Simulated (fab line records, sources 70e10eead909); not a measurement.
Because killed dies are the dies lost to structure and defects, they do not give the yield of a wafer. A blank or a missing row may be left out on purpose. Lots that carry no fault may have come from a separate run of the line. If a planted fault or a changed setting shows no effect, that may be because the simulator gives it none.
Matching of chambers    flow nandHarc    aldHk-03 running NHARC_A_WL_FILL_ALD_00: 4 sister chambers
The step deposits Al2O3, target thk 3 nm, pulse time 3 s, ald cycles 30. 16 wafers are shown with their chamber, then 7 later ones without.

WAFERS PAIRED WITH THEIR CHAMBERS
wafer   chamber  heaterPowerW (W)  precursorPulseHeightRel
L238.2  0        494               0.959
L238.4  2        472               0.980
L238.5  0        489               1.009
L242.1  0        489               1.028
L242.3  2        481               0.999
L242.5  1        444               1.020
L244.3  1        428               1.018
L244.5  0        489               0.992
L257.3  1        435               0.982
L257.5  2        475               1.030
L257.6  3        519               0.974
L255.1  2        476               1.002
L255.2  1        437               0.953
L255.6  2        482               0.985
L260.1  3        521               1.023
L260.3  1        426               1.015

SIGNATURES (means of the wafers above)
reading                  chamber 0  chamber 1  chamber 2  chamber 3  scatter within a chamber
heaterPowerW             490.25     434.00     477.20     520.00     5.01
precursorPulseHeightRel  0.99700    0.99760    0.99920    0.99850    0.027
Rule: a wafer's distance from a chamber is the root of the sum, over the readings, of the square of ((its reading less the chamber's mean) divided by the reading's scatter). If the next closest chamber is less than 2 further off than the closest, the wafer can't be placed; otherwise it belongs to the closest. The scatter: take each reading less its chamber's mean, square it, sum over the shown wafers, divide by the number of wafers less the number of chambers, and take the root.

WAFERS WITHOUT THEIR CHAMBER
wafer   heaterPowerW (W)  precursorPulseHeightRel
L260.4  456               0.982
L258.2  493               1.020
L258.3  520               0.981
L258.4  433               1.012
L259.2  503               1.029
L259.4  464               0.954
L259.5  468               0.975

CHAMBER TAKEN BY EACH
wafer   from the rows above      in truth
L260.4  can't be placed: 2 or 1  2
L258.2  0                        0
L258.3  3                        3
L258.4  1                        1
L259.2  can't be placed: 0 or 3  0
L259.4  2                        2
L259.5  2                        2
Correctly placed: 5 of 7. Cannot be placed on the basis of these rows: 2; the candidates contain the true chamber in 2. 0 placed wrongly.
